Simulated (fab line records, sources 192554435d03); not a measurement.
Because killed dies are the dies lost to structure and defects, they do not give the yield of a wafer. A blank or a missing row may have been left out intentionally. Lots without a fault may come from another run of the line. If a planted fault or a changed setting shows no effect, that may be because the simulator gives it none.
fab line records	flow n5_finfet
record lots=7	wafers=39
route steps=1938 shown WELL_APT@33 FIN_CUT@176 DUMMY_GATE@248 SPACER0@258 HKMG_FIN@438 GATE_CUT@501 MOL_CONTACT_COAG@538 BEOL_M4@1111
start_h: start of the lot's first displayed wafer, in hours after the record's first day	wait_h: time in hours since the lot's previous step	" as in the row above	L1.1+2: one row covering several wafers at once	- value missing, or start not given	* or withheld: withheld	< > ~ a bound
route shown NAME@n: NAME is a module with steps in the file, n the number in the route of the first one	usual: the fault-free wafers' mean and standard deviation	same: alike in all rows	chamber/n: place in a boat	sites: the reading at each site	_std_site: the values' standard deviation	_edge_site: outer sites' mean less inner sites'	radius_mm: how far each site lies from the wafer's centre	mask NAME#n: copy n	behind: the tool/chamber that last shaped the wafer	hold: what put the lot on hold/how long, in hours/how the hold closed	device: the transistor (n, p or np) that didn't switch	end of line: tests run on the same wafers once the route is complete	a step with no rows: only its recipe	killed: count of dies lost to structure and defects at first sort (not the wafer's yield)	map: a wafer's dies, x killed, . not, _ none there
set.NAME: the run value of the setting; set.NAME@STEP: its run value at that earlier step	model.NAME: the simulator's own value behind a step, which no gauge read
lots with deliberately changed settings; one table per step, one row per wafer
## steps
# step N5_WELL_APT_IMPLANT_15
# recipe species=As	energy_kev=25	dose_cm2=1.5e+13	tilt_deg=0	rotation_deg=0
# step N5_FIN_CUT_CUT_ETCH_15
# recipe chemistry=HBr/Cl2/O2	target=Si	target_depth_a=1000	bt_time_s=10	mask_material=SOC	time_s=42.4	ion_energy_ev=*	bias_w=*	pressure_mtorr=10	icp_w=800	HBr_flow_sccm=150	Cl2_flow_sccm=80	O2_flow_sccm=12
# step N5_DUMMY_GATE_ETCH_44
# recipe chemistry=HBr/O2	over_etch_frac=0.7	target_depth_a=1275	stop_on=SiO2	ion_energy_ev=60	bias_w=20	target=poly-Si	mask_material=SiO2	pressure_mtorr=20	icp_w=400	HBr_flow_sccm=120	O2_flow_sccm=10
# step N5_DUMMY_GATE_ETCH_42
# recipe chemistry=CHF3/O2	target=SiO2	target_depth_a=35	time_s=31	ion_energy_ev=30	bias_w=12	pressure_mtorr=30	source_w=600	Ar_flow_sccm=200	CHF3_flow_sccm=50	O2_flow_sccm=5
# step N5_SPACER0_ALD_07
# recipe material=SiNx	target_thk_a=20	temp_c=400	ald_precursor_family=SiH2I2	ald_co_reactant=N2/H2-plasma	pressure_torr=2
# step N5_SPACER0_ALD_00
# recipe material=SiOCN	target_thk_a=35	temp_c=400	ald_precursor_family=alkyl-aminosilane	ald_co_reactant=O2/N2-plasma	pulse_time_s=3	purge_time_s=2	co_reactant_purge_time_s=2	ald_cycles=58	pressure_torr=2
# step N5_HKMG_FIN_ETCH_35
# recipe chemistry=N2/H2	target=SOC	target_depth_a=2158	ion_energy_ev=65	bias_w=5	source_w=3000	time_s=243.4	pressure_mtorr=30	n2_flow_sccm=200	h2_flow_sccm=200
# step N5_GATE_CUT_CUT_ETCH_54
# recipe chemistry=Cl2/BCl3	target=TiN	mask_material=SiO2	target_depth_a=967	pressure_mtorr=10	icp_w=1000	bias_w=126	Cl2_flow_sccm=53.25	bcl3_flow_sccm=21.75	Ar_flow_sccm=25	ends=cleared
# step N5_MOL_CONTACT_COAG_ETCH_110
# recipe chemistry=CF4/O2	target=Si	target_depth_a=25	time_s=8	pressure_mtorr=100	source_w=200	bias_w=12	ion_energy_ev=60	Ar_flow_sccm=100	cf4_flow_sccm=100	O2_flow_sccm=10
# step N5_BEOL_M4_RC_MEAS_101
# usual REXT_N=75.3/1.6	REXT_P=100.4/2
lot.wafer	tool	chamber	start_h	wait_h	set.dose_cm2@WELL_APT_IMPLANT_15	set.bias_w@FIN_CUT_CUT_ETCH_15	set.target_depth_a@DUMMY_GATE_ETCH_44	set.bias_w@DUMMY_GATE_ETCH_42	set.target_thk_a@SPACER0_ALD_07	set.ald_cycles@SPACER0_ALD_00	set.target_depth_a@HKMG_FIN_ETCH_35	set.Cl2_flow_sccm@GATE_CUT_CUT_ETCH_54	set.bias_w@MOL_CONTACT_COAG_ETCH_110	REXT_N[ohm.um]	REXT_P[ohm.um]
L078.1	prober-02	0	202.87	0.0	1.5e+13	*	1275	12.69	22.13	61	2158	48.1	12	79.6	108.1
L078.2	"	0	"	"	1.5e+13	*	1275	12.69	20	58	2158	53.25	12	75.4	104.5
L078.3	"	0	"	"	1.391e+13	*	1275	12	20	61	2158	53.25	13.26	75.2	105.9
L078.4	"	0	"	"	1.391e+13	*	1317	12.69	22.13	61	2158	53.25	13.26	77.0	107.3
L078.5	"	0	"	"	1.5e+13	*	1317	12	20	58	2158	48.1	13.26	74.7	102.3
L078.6	"	0	"	"	1.391e+13	*	1317	12	22.13	58	2158	48.1	12	77.6	106.6
L082.1	prober-01	0	220.82	0.0	1.5e+13	*	1275	12	21.46	58	2158	53.25	13.3	75.2	103.4
L082.2	"	0	"	"	1.351e+13	*	1275	14.15	21.46	64	2158	53.25	12	79.3	109.1
L082.3	"	0	"	"	1.5e+13	*	1159	14.15	20	64	2029	41.63	12	78.1	105.5
L082.4	"	0	"	"	1.351e+13	*	1159	12	21.46	58	2029	41.63	13.3	74.7	105.0
L082.5	"	0	"	"	1.351e+13	*	1159	14.15	20	58	2158	41.63	12	73.4	99.9
L082.6	"	0	"	"	1.5e+13	*	1275	12	20	64	2029	53.25	13.3	78.2	105.5
L085.1	prober-01	0	227.24	0.0	1.5e+13	*	1275	12	20	51	2158	53.25	12	68.9	96.1
L085.2	"	0	"	"	1.273e+13	*	1275	12	20	58	1904	53.25	12	72.9	99.9
L085.3	"	0	"	"	1.5e+13	*	1275	12	21.94	58	2158	53.25	12	73.7	104.5
L085.4	"	0	"	"	1.5e+13	*	1174	12	21.94	58	1904	53.25	12	74.3	103.3
L085.5	"	0	"	"	1.273e+13	*	1174	12	21.94	51	1904	53.25	12	68.8	97.8
L085.6	"	0	"	"	1.273e+13	*	1174	12	20	51	2158	53.25	12	69.3	96.5
L084.1	prober-02	0	244.00	0.0	1.5e+13	*	1275	11.03	20	58	2158	53.25	13.6	75.3	101.2
L084.2	"	0	"	"	1.418e+13	*	1275	12	20	58	2158	63.96	13.6	75.7	102.1
L084.3	"	0	"	"	1.418e+13	*	1275	11.03	20	58	2158	63.96	13.6	74.8	101.0
L084.4	"	0	"	"	1.5e+13	*	1275	11.03	20	58	2158	63.96	12	75.3	99.8
L084.5	"	0	"	"	1.5e+13	*	1275	12	20	58	2158	53.25	12	74.8	101.4
L084.6	"	0	"	"	1.418e+13	*	1275	12	20	58	2158	53.25	12	76.1	102.2
L086.1	prober-01	0	248.08	0.0	1.5e+13	*	1275	12	20	58	2158	53.25	12	73.9	99.4
L086.3	"	0	"	"	1.5e+13	*	1275	12	20	58	2158	53.25	12	74.8	99.6
L086.5	"	0	"	"	1.5e+13	*	1275	12	20	58	2158	53.25	12	75.5	98.4
L093.1	prober-01	0	281.20	0.0	1.329e+13	*	1275	12	21.29	51	2158	53.25	14.15	72.0	97.6
L093.2	"	0	"	"	1.5e+13	*	1230	10.09	21.29	58	2158	53.25	12	76.5	102.3
L093.3	"	0	"	"	1.5e+13	*	1275	10.09	20	51	2158	61.85	12	70.8	96.3
L093.4	"	0	"	"	1.329e+13	*	1230	10.09	21.29	58	2158	61.85	14.15	76.4	103.7
L093.5	"	0	"	"	1.5e+13	*	1275	12	20	58	2158	53.25	12	76.7	99.9
L093.6	"	0	"	"	1.329e+13	*	1230	12	20	51	2158	61.85	14.15	70.9	94.8
L092.1	prober-01	0	286.61	0.0	1.5e+13	*	1275	12	17.72	50	2158	60.05	12	69.0	90.6
L092.2	"	0	"	"	1.5e+13	*	1275	13.56	20	58	2158	60.05	12	74.1	99.6
L092.3	"	0	"	"	1.5e+13	*	1275	13.56	20	50	2158	53.25	12	70.4	94.4
L092.4	"	0	"	"	1.706e+13	*	1275	12	17.72	58	2158	60.05	12	72.6	98.4
L092.5	"	0	"	"	1.706e+13	*	1275	12	20	58	2158	53.25	12	75.6	100.5
L092.6	"	0	"	"	1.706e+13	*	1275	13.56	17.72	50	2158	53.25	12	68.3	91.8
## key
split step=N5_WELL_APT_IMPLANT_15	setting=dose_cm2	stated_as=1.5e+13
response none clear
split step=N5_FIN_CUT_CUT_ETCH_15	setting=bias_w	stated_as=*
response none clear
split step=N5_DUMMY_GATE_ETCH_44	setting=target_depth_a	stated_as=1275
response none clear
split step=N5_DUMMY_GATE_ETCH_42	setting=bias_w	stated_as=12
response none clear
split step=N5_SPACER0_ALD_07	setting=target_thk_a	stated_as=20
response step=N5_BEOL_M4_RC_MEAS_101	reading=REXT_P	slope=+0.287	per=1%	together_with=all	explained=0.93
split step=N5_SPACER0_ALD_00	setting=ald_cycles	stated_as=58
response step=N5_BEOL_M4_RC_MEAS_101	reading=REXT_P	slope=+0.432	per=1%	together_with=all	explained=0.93
response step=N5_BEOL_M4_RC_MEAS_101	reading=REXT_N	slope=+0.345	per=1%	together_with=all	explained=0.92
split step=N5_HKMG_FIN_ETCH_35	setting=target_depth_a	stated_as=2158
response none clear
split step=N5_GATE_CUT_CUT_ETCH_54	setting=Cl2_flow_sccm	stated_as=53.25
response none clear
split step=N5_MOL_CONTACT_COAG_ETCH_110	setting=bias_w	stated_as=12
response none clear
